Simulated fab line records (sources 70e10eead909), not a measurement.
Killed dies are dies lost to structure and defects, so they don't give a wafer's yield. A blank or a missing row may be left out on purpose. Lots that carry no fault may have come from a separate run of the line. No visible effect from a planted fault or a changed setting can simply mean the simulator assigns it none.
Matching of chambers + flow nand-harc + NHARC_P_M2_CMP_23 on cmp-03 has 4 sister chambers
The step polishes, t overpolish 20 s, target thk 144.3 nm. 7 wafers are shown with their chamber, then 7 later ones without.

## WAFERS, EACH WITH ITS CHAMBER
| wafer  | chamber | motor-current-A (A) | retaining-ring-pressure-frac |
|--------|---------|---------------------|------------------------------|
| L394.3 | 3       | 10.5                | 1.001                        |
| L395.6 | 0       | 13.4                | 1.001                        |
| L396.2 | 2       | 11.8                | 0.989                        |
| L396.3 | 0       | 13.6                | 1.001                        |
| L396.6 | 3       | 11.1                | 0.998                        |
| L404.3 | 2       | 11.7                | 0.996                        |
| L404.4 | 1       | 16.6                | 1.001                        |

## WAFERS WITHOUT THEIR CHAMBER
| wafer  | motor-current-A (A) | retaining-ring-pressure-frac |
|--------|---------------------|------------------------------|
| L404.5 | 11.1                | 0.998                        |
| L408.1 | 15.8                | 0.988                        |
| L408.4 | 11.9                | 1.003                        |
| L408.5 | 11.4                | 1.003                        |
| L414.3 | 15.8                | 0.995                        |
| L414.4 | 10.5                | 0.997                        |
| L414.5 | 16.5                | 1.004                        |

## THE CHAMBER EACH PASSED THROUGH
| wafer  | from the rows above     | in truth |
|--------|-------------------------|----------|
| L404.5 | can't be placed: 3 or 2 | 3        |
| L408.1 | 1                       | 1        |
| L408.4 | can't be placed: 2 or 3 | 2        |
| L408.5 | can't be placed: 3 or 2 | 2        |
| L414.3 | 1                       | 1        |
| L414.4 | 3                       | 3        |
| L414.5 | 1                       | 1        |
Correct placement for 4 of the 7. From these rows, 3 cannot be placed; in 3 the true chamber is one of the candidates. Placed wrongly: 0.
How it was worked out, from the rows above alone: a wafer's distance from a chamber is the root of the sum, over the readings, of the square of ((its reading less the chamber's mean) divided by the reading's scatter). If the next closest chamber is less than 2 further off than the closest, the wafer can't be placed; otherwise it belongs to the closest. A chamber's mean is the mean of its shown wafers. The scatter: take each reading less its chamber's mean, square it, sum over the shown wafers, divide by the number of wafers less the number of chambers, and take the root.
